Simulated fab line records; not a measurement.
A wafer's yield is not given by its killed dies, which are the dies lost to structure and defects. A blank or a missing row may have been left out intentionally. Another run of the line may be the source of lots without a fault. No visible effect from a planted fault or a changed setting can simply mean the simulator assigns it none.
Chamber matching | flow n5-finfet | N5_MOL_CONTACT_COAG_ALD_27 on ald-sin-04 has 4 sister chambers
The step deposits SiOC, target thk 17 nm, pulse time 1.5 s, time 2720 s. 18 wafers are shown with their chamber, then 9 later ones without.

== EACH WAFER AND ITS CHAMBER ==
wafer  | chamber | heater-power-w (W) | heater-power-outer-w (W) | chamber-pressure-Torr (Torr)
L079.1 | 3       | 951                | 558                      | 2.001
L079.2 | 0       | 722                | 439                      | 2.009
L079.3 | 2       | 870                | 557                      | 2.006
L083.1 | 1       | 772                | 473                      | 2.008
L083.3 | 0       | 724                | 455                      | 2.000
L083.4 | 3       | 950                | 588                      | 2.006
L084.1 | 2       | 877                | 581                      | 1.995
L084.4 | 3       | 948                | 594                      | 2.009
L084.6 | 2       | 891                | 555                      | 2.001
L085.1 | 3       | 947                | 570                      | 2.005
L085.2 | 0       | 709                | 458                      | 1.998
L085.3 | 1       | 811                | 475                      | 2.001
L089.2 | 1       | 825                | 471                      | 2.000
L089.4 | 0       | 710                | 449                      | 2.002
L089.5 | 3       | 947                | 587                      | 2.005
L091.1 | 1       | 801                | 467                      | 2.003
L091.5 | 0       | 751                | 442                      | 1.994
L091.6 | 3       | 964                | 589                      | 2.004

SIGNATURES, as means of the wafers listed above
reading               | chamber 0 | chamber 1 | chamber 2 | chamber 3 | scatter within a chamber
heater-power-w        | 723.20    | 802.25    | 879.33    | 951.17    | 14.9
heater-power-outer-w  | 448.60    | 471.50    | 564.33    | 581.00    | 11
chamber-pressure-Torr | 2.00060   | 2.00300   | 2.00067   | 2.00500   | 0.00428
Rule: a wafer's distance from a chamber is the root of the sum, over the readings, of the square of ((its reading less the chamber's mean) divided by the reading's scatter). If the next closest chamber is less than 2 further off than the closest, the wafer can't be placed; otherwise it belongs to the closest. The scatter: the root of (the sum of the squares of (reading less its chamber's mean) over the shown wafers, divided by (wafers less chambers)).

== WAFERS MISSING THEIR CHAMBER ==
wafer  | heater-power-w (W) | heater-power-outer-w (W) | chamber-pressure-Torr (Torr)
L094.2 | 723                | 450                      | 1.998
L094.3 | 890                | 568                      | 1.999
L094.5 | 713                | 447                      | 2.002
L095.1 | 708                | 447                      | 2.001
L095.4 | 773                | 471                      | 2.002
L095.6 | 796                | 485                      | 2.004
L097.2 | 887                | 575                      | 2.006
L097.5 | 979                | 598                      | 1.998
L097.6 | 726                | 449                      | 1.993

== CHAMBER TAKEN BY EACH ==
wafer  | from the rows above     | in truth
L094.2 | 0                       | 0
L094.3 | 2                       | 2
L094.5 | 0                       | 0
L095.1 | 0                       | 0
L095.4 | can't be placed: 1 or 0 | 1
L095.6 | 1                       | 1
L097.2 | 2                       | 2
L097.5 | 3                       | 3
L097.6 | 0                       | 0
Placed correctly: 8 of 9. Can't be placed from these rows: 1 (the true chamber is among the candidates in 1). Number placed wrongly: 0.
